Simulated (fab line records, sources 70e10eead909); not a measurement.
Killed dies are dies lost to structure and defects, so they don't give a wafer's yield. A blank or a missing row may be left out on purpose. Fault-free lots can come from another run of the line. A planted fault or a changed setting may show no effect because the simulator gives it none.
fab line records -- flow nandHarc
record: lots: 12, wafers: 36, lastDay: 33
route steps=1302 shown P_STI@84 P_GATE@150 END@1302
lots that met no fault: taken from a fault-free run of the same line
startH: hours from the record's first day to the start of the lot's first wafer shown -- waitH: hours elapsed since this lot's preceding step -- " as in the row above -- L1.1+2: a single row standing in for several wafers -- - value missing, or start not given -- * or withheld: withheld -- < > ~ a bound
route shown NAME@n: a module of which the file shows steps, and the number in the route of the first -- usual: mean/standard deviation of fault-free wafers -- same: alike in all rows -- chamber/n: place in a boat -- sites: readings site by site -- _std_site: standard deviation of those values -- _edge_site: inner sites' mean taken away from outer sites' mean -- radiusMm: for every site, how far away it sits from the centre of the wafer -- mask NAME#n: copy n -- behind: the most recent tool/chamber to have shaped the wafer -- hold: the reason the lot was held/the length of the hold in hours/how it ended -- device: names the non-switching transistor (n, p or np) -- end of line: at the end of the route, the tests of the same wafers -- a step with no rows: only its recipe -- killed: count of dies lost to structure and defects at first sort (not the wafer's yield) -- map: a wafer's dies, x killed, . not, _ none there
set.NAME: the run value of the setting; set.NAME@STEP: its run value at that earlier step -- model.NAME: the simulator's own value behind a step, which no gauge read
a sample of lots followed through the steps of the route, with each step as a table and each wafer as a row
services: when a tool's chamber went out of use (startH, in hours from the record's first day, below 0 if earlier), for how many hours, and the reason
== steps ==
step: NHARC_P_STI_OVL_MEAS_10
usual: overlayXNm: 1/6, overlayYNm: -1/5.3
lot.wafer,tool,chamber,startH,waitH,overlayXNm,overlayYNm
L656.4,overlay-01,-,56.19,-,7,-10
L656.5,overlay-01,-,56.19,-,7,-11
L656.6,overlay-01,-,56.19,-,7,-11
L657.2,overlay-01,-,64.66,-,-3,-3
L657.3,overlay-01,-,64.66,-,-4,-3
L657.6,overlay-01,-,64.66,-,-4,-3
L660.1,overlay-02,-,94.25,-,-5,-6
L660.4,overlay-02,-,94.25,-,-5,-5
L660.5,overlay-02,-,94.25,-,-5,-5
L661.1,overlay-02,-,103.03,-,1,-9
L661.2,overlay-02,-,103.03,-,1,-9
L661.4,overlay-02,-,103.03,-,1,-9
L662.2,overlay-01,-,115.19,-,7,9
L662.3,overlay-01,-,115.19,-,7,10
L662.4,overlay-01,-,115.19,-,7,10
L663.1,overlay-02,-,125.94,-,6,0
L663.3,overlay-02,-,125.94,-,5,0
L663.5,overlay-02,-,125.94,-,5,0
L671.1,overlay-01,-,202.01,-,10,5
L671.2,overlay-01,-,202.01,-,9,6
L671.5,overlay-01,-,202.01,-,9,6
L673.1,overlay-02,-,222.52,-,-10,-5
L673.3,overlay-02,-,222.52,-,-10,-6
L673.5,overlay-02,-,222.52,-,-11,-6
L674.1,overlay-01,-,234.10,-,-3,4
L674.2,overlay-01,-,234.10,-,-3,4
L674.4,overlay-01,-,234.10,-,-3,4
L675.1,overlay-02,-,243.29,-,7,5
L675.2,overlay-02,-,243.29,-,6,4
L675.3,overlay-02,-,243.29,-,7,4
L677.2,overlay-01,-,265.39,-,0,-3
L677.4,overlay-01,-,265.39,-,1,-3
L677.6,overlay-01,-,265.39,-,1,-4
L678.1,overlay-02,-,276.03,-,9,0
L678.3,overlay-02,-,276.03,-,10,-1
L678.4,overlay-02,-,276.03,-,9,-1
step: NHARC_P_GATE_STRIP_108
recipe: o2FlowSccm: 500, arFlowSccm: 0, biasW: 0, chemistry: O2
usual: drypumpMotorCurrentA: 5.4/0.32, oesProductAu: 1.002/0.0073, rfVppV: 57.8/0.89, showerheadPlenumPTorr: 3.54/0.13, throttleValvePct: 17.036/0.0086
lot.wafer,tool,chamber,startH,waitH,drypumpMotorCurrentA,oesProductAu,rfHoursCounterH,rfVppV,showerheadPlenumPTorr,throttleValvePct
L656.4,rieDiel-09,1,106.54,-,4.8,1.012,6.5,56.7,3.62,17.048
L656.6,rieDiel-09,2,106.54,-,5.3,1.008,-,57.5,3.52,17.022
L656.5,rieDiel-09,3,106.54,-,5.8,1.006,-,56.9,3.34,17.039
L657.2,rieDiel-09,2,115.76,-,5.3,0.995,5.2,58.5,3.52,17.036
L657.3,rieDiel-09,0,115.76,-,5.6,0.995,7.0,59.2,3.69,17.043
L657.6,rieDiel-09,1,115.76,-,4.8,0.996,-,57.5,3.62,17.046
L660.4,rieDiel-07,0,148.56,-,5.9,1.006,1.5,58.5,3.66,17.048
L660.1,rieDiel-07,3,148.56,-,5.8,1.004,1.0,56.6,3.56,17.028
L660.5,rieDiel-07,1,148.56,-,5.7,1.014,-,58.2,3.66,17.028
L661.2,rieDiel-06,0,159.55,-,5.3,0.995,1.2,59.4,3.61,17.047
L661.1,rieDiel-06,2,159.55,-,5.6,0.990,2.1,57.4,3.48,17.046
L661.4,rieDiel-06,3,159.55,-,5.6,0.997,1.7,58.3,3.70,17.049
L662.3,rieDiel-06,0,174.95,-,5.3,0.997,2.6,57.1,3.61,17.035
L662.4,rieDiel-06,1,174.95,-,5.0,1.001,2.7,57.6,3.36,17.036
L662.2,rieDiel-06,2,174.95,-,5.6,0.993,2.9,58.6,3.48,17.032
L663.3,rieDiel-09,2,182.65,-,5.3,0.998,0.8,58.2,3.52,17.030
L663.1,rieDiel-09,1,182.65,-,4.8,1.007,0.6,60.2,3.62,17.025
L663.5,rieDiel-09,2,182.65,-,5.3,1.004,-,56.7,3.52,17.028
L671.1,rieDiel-09,1,252.21,-,4.8,1.010,3.8,57.7,3.61,17.039
L671.2,rieDiel-09,2,252.21,-,5.3,1.005,4.2,58.2,3.51,17.041
L671.5,rieDiel-09,0,252.21,-,5.6,0.999,-,58.5,3.68,17.023
L673.1,rieDiel-06,0,275.04,-,5.3,0.995,6.8,56.9,3.61,17.022
L673.3,rieDiel-06,1,275.04,-,5.0,0.990,6.6,57.5,3.36,17.045
L673.5,rieDiel-06,3,275.04,-,5.6,1.010,-,57.6,3.69,17.024
L674.4,rieDiel-07,1,292.70,-,5.7,1.012,10.7,58.8,3.66,17.028
L674.2,rieDiel-07,2,292.70,-,5.2,1.012,9.9,58.2,3.31,17.043
L674.1,rieDiel-07,3,292.70,-,5.8,1.004,11.1,56.4,3.56,17.034
L675.2,rieDiel-09,3,295.63,-,5.8,1.002,4.5,57.9,3.34,17.024
L675.1,rieDiel-09,1,295.63,-,4.8,1.012,4.6,57.3,3.61,17.033
L675.3,rieDiel-09,2,295.63,-,5.3,0.999,4.8,57.8,3.51,17.042
L678.4,rieDiel-07,2,326.68,-,5.1,1.011,1.5,57.3,3.31,17.034
L678.3,rieDiel-07,3,326.68,-,5.8,1.002,1.4,57.5,3.56,17.048
L678.1,rieDiel-07,0,326.68,-,5.9,1.012,1.8,58.0,3.65,17.035
L677.2,rieDiel-06,2,327.69,-,5.6,1.005,0.9,58.1,3.48,17.035
L677.4,rieDiel-06,0,327.69,-,5.3,1.000,0.8,59.6,3.61,17.046
L677.6,rieDiel-06,1,327.69,-,5.0,1.006,-,57.5,3.36,17.037
step: NHARC_P_GATE_ALD_36
recipe: targetThkA: 200, pulseTimeS: 60, aldCycles: 223, tempC: 400, material: SiNx
usual: heaterPowerW: 832/43, precursorPulseHeightRel: 1.002/0.021
lot.wafer,tool,chamber,startH,waitH,heaterPowerW,precursorPulseHeightRel
L656.4,aldSin-02,0,111.42,-,737,0.994
L656.5,aldSin-02,1,112.85,-,766,0.945
L656.6,aldSin-02,2,114.27,-,872,1.016
L657.2,aldSin-04,2,118.49,-,791,0.992
L657.3,aldSin-04,3,119.55,-,809,1.007
L657.6,aldSin-04,1,121.66,-,903,1.013
L660.4,aldSin-04,3,151.42,-,805,1.025
L660.1,aldSin-04,0,152.49,-,835,1.008
L660.5,aldSin-04,1,153.57,-,925,1.033
L661.1,aldSin-03,3,160.28,-,770,1.001
L661.2,aldSin-03,0,161.70,-,874,0.978
L661.4,aldSin-03,3,164.55,-,756,1.027
L662.2,aldSin-02,3,175.59,-,882,0.990
L662.3,aldSin-02,0,176.64,-,740,0.982
L662.4,aldSin-02,2,178.73,-,862,0.988
L663.3,aldSin-04,0,184.35,-,820,1.045
L663.1,aldSin-04,1,185.42,-,892,1.007
L663.5,aldSin-04,0,188.61,-,823,0.971
L671.2,aldSin-02,2,252.84,-,850,0.998
L671.1,aldSin-02,1,256.06,-,837,0.989
L671.5,aldSin-02,2,257.13,-,851,1.017
L673.1,aldSin-04,0,275.66,-,826,1.032
L673.3,aldSin-04,2,278.49,-,845,1.008
L673.5,aldSin-04,1,281.32,-,890,1.029
L674.1,aldSin-02,3,294.73,-,869,0.970
L674.2,aldSin-02,0,296.13,-,746,1.023
L674.4,aldSin-02,3,298.94,-,859,0.981
L675.2,aldSin-03,0,297.31,-,842,0.988
L675.3,aldSin-03,1,298.37,-,834,0.992
L675.1,aldSin-03,2,299.42,-,827,0.987
L678.4,aldSin-02,2,327.31,-,900,1.028
L678.3,aldSin-02,3,328.37,-,877,1.003
L678.1,aldSin-02,0,329.43,-,762,0.980
L677.2,aldSin-03,2,330.40,-,815,0.996
L677.4,aldSin-03,3,331.44,-,835,1.001
L677.6,aldSin-03,1,333.53,-,862,1.013
step: NHARC_P_GATE_EXPOSE_43
recipe: na: 0.6, targetCdNm: 720, doseMj: 14.81, maskId: P_NSD
same: na: 0.6
lot.wafer,tool,chamber,startH,waitH,mask
L656.4+5+6,krfScanner-03,0,119.76,-,P_NSD#0
L657.2+3+6,krfScanner-02,0,126.75,-,P_NSD#0
L660.1+4+5,krfScanner-01,0,159.74,-,P_NSD_R1#0
L661.1+2+4,krfScanner-02,0,172.86,-,P_NSD#0
L662.2+3+4,krfScanner-03,0,185.91,-,P_NSD#0
L663.1+3+5,krfScanner-01,0,193.70,-,P_NSD#0
L671.1+2+5,krfScanner-01,0,263.31,-,P_NSD#0
L673.1+3+5,krfScanner-01,0,288.17,-,P_NSD#0
L674.1+2+4,krfScanner-02,0,305.80,-,P_NSD#0
L675.1+2+3,krfScanner-03,0,306.64,-,P_NSD#0
L678.1+3+4,krfScanner-01,0,337.73,-,P_NSD#0
L677.2+4+6,krfScanner-02,0,338.61,-,P_NSD#0
step: NHARC_P_GATE_CD_MEAS_46
recipe: targetCdNm: 720, landingEnergyEv: 500
usual: cdNm: 720.5/1.2
lot.wafer,tool,chamber,startH,waitH,cdNm
L656.4,cdSem-01,0,119.90,-,720.9
L656.5,cdSem-01,0,119.90,-,720.2
L656.6,cdSem-01,0,119.90,-,720.7
L657.2,cdSem-03,0,126.91,-,720.2
L657.3,cdSem-03,0,126.91,-,718.1
L657.6,cdSem-03,0,126.91,-,718.8
L660.1,cdSem-03,0,159.89,-,666.5
L660.4,cdSem-03,0,159.89,-,667.4
L660.5,cdSem-03,0,159.89,-,665.7
L661.1,cdSem-01,0,173.02,-,721.7
L661.2,cdSem-01,0,173.02,-,722.4
L661.4,cdSem-01,0,173.02,-,722.1
L662.2,cdSem-01,0,186.07,-,719.9
L662.3,cdSem-01,0,186.07,-,719.4
L662.4,cdSem-01,0,186.07,-,720.1
L663.1,cdSem-03,0,193.86,-,719.9
L663.3,cdSem-03,0,193.86,-,722.9
L663.5,cdSem-03,0,193.86,-,720.5
L671.1,cdSem-02,0,263.46,-,720.3
L671.2,cdSem-02,0,263.46,-,720.0
L671.5,cdSem-02,0,263.46,-,720.8
L673.1,cdSem-02,0,288.33,-,720.7
L673.3,cdSem-02,0,288.33,-,720.5
L673.5,cdSem-02,0,288.33,-,720.0
L674.1,cdSem-03,0,305.96,-,720.4
L674.2,cdSem-03,0,305.96,-,719.1
L674.4,cdSem-03,0,305.96,-,720.5
L675.1,cdSem-03,0,306.79,-,721.8
L675.2,cdSem-03,0,306.79,-,720.4
L675.3,cdSem-03,0,306.79,-,720.4
L678.1,cdSem-01,0,337.89,-,721.9
L678.3,cdSem-01,0,337.89,-,719.8
L678.4,cdSem-01,0,337.89,-,720.7
L677.2,cdSem-02,0,338.77,-,719.5
L677.4,cdSem-02,0,338.77,-,718.2
L677.6,cdSem-02,0,338.77,-,719.1
step: NHARC_END_SORT_01
recipe: tempC: 25
usual: killedAtArray: 55/17, killedAtOther: 1.1/1.4, killedAtPeriphery: 3.9/3, killedDies: 59/17, killedOpen: 3.5/2, killedShort: 2.6/1.6
same: grossDies: 677
lot.wafer,tool,chamber,startH,waitH,killedAtArray,killedAtOther,killedAtPeriphery,killedDies,killedOpen,killedShort
L660.1,prober-02,0,611.18,2.5,45,1,9,55,3,0
killed by level:class
L660.1 A_SLIT:chamberFilmFlake=23 A_CHANNEL_HOLE_D2:chamberFilmFlake=11 P_GATE:chamberFilmFlake=5 A_CHANNEL_HOLE_D1:chamberFilmFlake=5 P_CONTACT:geometricParticle:open=2 A_DECK1_JOINT:chamberFilmFlake=2 A_CONTACT:chamberFilmFlake=2 A_M0:geometricParticle:open=1
== services ==
tool,chamber,startH,hours,kind
krfScanner-01,-,92.78,0.5,repair
krfScanner-02,-,94.00,4.0,pm
aldSin-02,3,102.98,4.2,repair
krfScanner-01,-,103.90,3.2,repair
aldSin-04,-,106.54,0.8,repair
krfScanner-02,-,111.42,0.8,repair
krfScanner-01,-,114.62,0.8,repair
rieDiel-06,0,119.30,3.1,repair
aldSin-02,-,123.82,10.0,pm
rieDiel-06,-,130.20,9.0,pm
aldSin-04,1,130.82,1.6,repair
krfScanner-01,-,140.00,4.0,pm
rieDiel-09,-,143.10,9.0,pm
rieDiel-09,0,163.07,6.6,repair
aldSin-04,2,165.07,3.7,repair
krfScanner-02,-,226.32,0.6,repair
rieDiel-09,1,240.36,4.9,repair
rieDiel-09,2,243.48,5.8,repair
rieDiel-09,-,270.74,13.2,repair
aldSin-02,1,293.01,12.2,repair
krfScanner-01,-,312.00,4.0,pm
rieDiel-09,1,318.38,2.7,repair
rieDiel-09,-,320.10,9.0,pm
rieDiel-09,2,331.54,8.0,repair
== key ==
firstSign: step: NHARC_P_GATE_EXPOSE_43, reading: mask, direction: changed
effect: step: NHARC_P_GATE_CD_MEAS_46, reading: cdNm, direction: down, sigmas: 44, usual: 720.5, struck: 666.6
metAt NHARC_P_GATE_EXPOSE_43
struckLots L660
testerLeftOut L660
notActingAt NHARC_P_STI_OVL_MEAS_10,NHARC_P_GATE_STRIP_108,NHARC_P_GATE_ALD_36
fault: kind: wrongMask, tool: any, chamber: -, onsetH: 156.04, steps: NHARC_P_GATE_EXPOSE_43, auxCopy: P_NSD_R1#0, cdOffsetNm: -53.701, scope: struckLotsOnly
testerLeftOut: of these lots the tester's yield and bins aren't shown, on N5 and GAA mostly nor the transistor test; their killed dies are dies lost to structure and defects alone, not to doping, threshold or leakage, so they don't give the yield
